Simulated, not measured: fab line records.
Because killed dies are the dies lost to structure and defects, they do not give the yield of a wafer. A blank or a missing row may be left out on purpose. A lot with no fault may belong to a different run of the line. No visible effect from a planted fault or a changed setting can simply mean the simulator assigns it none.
8D (eight disciplines) problem report, filled in by code || flow nand harc || the parts of the form that need people (team, actions taken, sign-off) are left out

== 1. THE ISSUE ==
At NHARC_A_ONON_D1_THK_MEAS_30, thk nm averages 664 nm over 2 wafers from 2 lots, while fault-free wafers read 998 nm, standard deviation 10. Measured from the usual mean, that is -33 standard deviations.
The step: measures by ellipsometry.
The first sign was on wafer L205.3 at day 10 09:14, on film metro-01. The record holds 39 wafers of 13 lots with a number at this step. Rule for "out", or "out of limits": more than 4 standard deviations from the usual mean. The rest of the wafers with a number are treated as sound.

== 2. WHAT IT IS; WHAT IT IS NOT ==
{"question": "which readings at this step", "is": "thk nm", "is not": "-"}
{"question": "which lots", "is": "L205, L206", "is not": "L196, L197, L198, L199, L202, L207, L213, L216, L217, L218, L219"}
{"question": "which wafers of those lots", "is": "L205.3, L206.3", "is not": "L205.2, L205.4, L206.2, L206.4"}
{"question": "read on which gauges", "is": "film metro-01", "is not": "film metro-02"}
{"question": "when", "is": "from day 10 09:14", "is not": "up to then (17 sound wafers); but 20 sound wafers of L206, L207, L213, L216, L217, L218, L219 came after"}

== 3. THE SUSPECTS, EACH WITH WHAT RULES IT OUT ==
Counting: any tool at a process step up to the reading remains a suspect provided it ran every lot that is out. Sound lots after the first of them don't rule it out here, since some wafers of a struck lot are sound.
- the gauge at NHARC_A_ONON_D1_THK_MEAS_30 is ruled out. All the wafers that are out were read on film metro-01, but those of them that NHARC_END_SORT_01 has rows for are out there too, on other tools.
- pecvd onon-02 at NHARC_A_ONON_D1_DEP_28 (target thk 1000 nm): kept. Every lot that is out went through it, the first being L205 (day 10 08:47); the last sound lot it ran before that was L199 (day 9 01:26).
Remaining after the count: pecvd onon-02 at NHARC_A_ONON_D1_DEP_28.

== 4. THE CAUSE (what the simulator had put in) ==
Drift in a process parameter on pecvd onon-02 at NHARC_A_ONON_D1_DEP_28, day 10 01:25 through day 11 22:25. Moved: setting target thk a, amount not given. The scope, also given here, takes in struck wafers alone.
Only this tool survived the counting.

== 5. SEQUENCE OF EFFECTS, ordered by route ==
Each row: a reading whose mean over the struck wafers that have a number lies more than 3 standard deviations from the usual. Only readings whose record carries a usual standard deviation are examined. hours: median over the lots of the time between each lot's start at the first step of this table that gives one and its start at this step. sigmas: the change, counted in usual standard deviations.
{"hours": 0, "step": "NHARC_A_ONON_D1_THK_MEAS_30", "reading": "thk nm", "usual": "998 nm", "on struck wafers": 664, "change": -334, "sigmas": -33}
{"hours": 264, "step": "NHARC_END_SORT_01", "reading": "killed at array", "usual": 29, "on struck wafers": 674, "change": "+645", "sigmas": "+59"}
{"hours": 264, "step": "NHARC_END_SORT_01", "reading": "killed dies", "usual": 33, "on struck wafers": 677, "change": "+644", "sigmas": "+59"}

== 6. HOW IT WOULD HAVE BEEN CAUGHT EARLIER ==
Counted from the fault's start at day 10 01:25, it took 8 hours until the first out-of-limits reading at a measuring or inspecting step in this record, taken at day 10 09:14.
Among the 2 lots that are out, L206 began NHARC_A_ONON_D1_DEP_28 on pecvd onon-02 after day 10 09:14. Holding the tool at that time would have saved it.
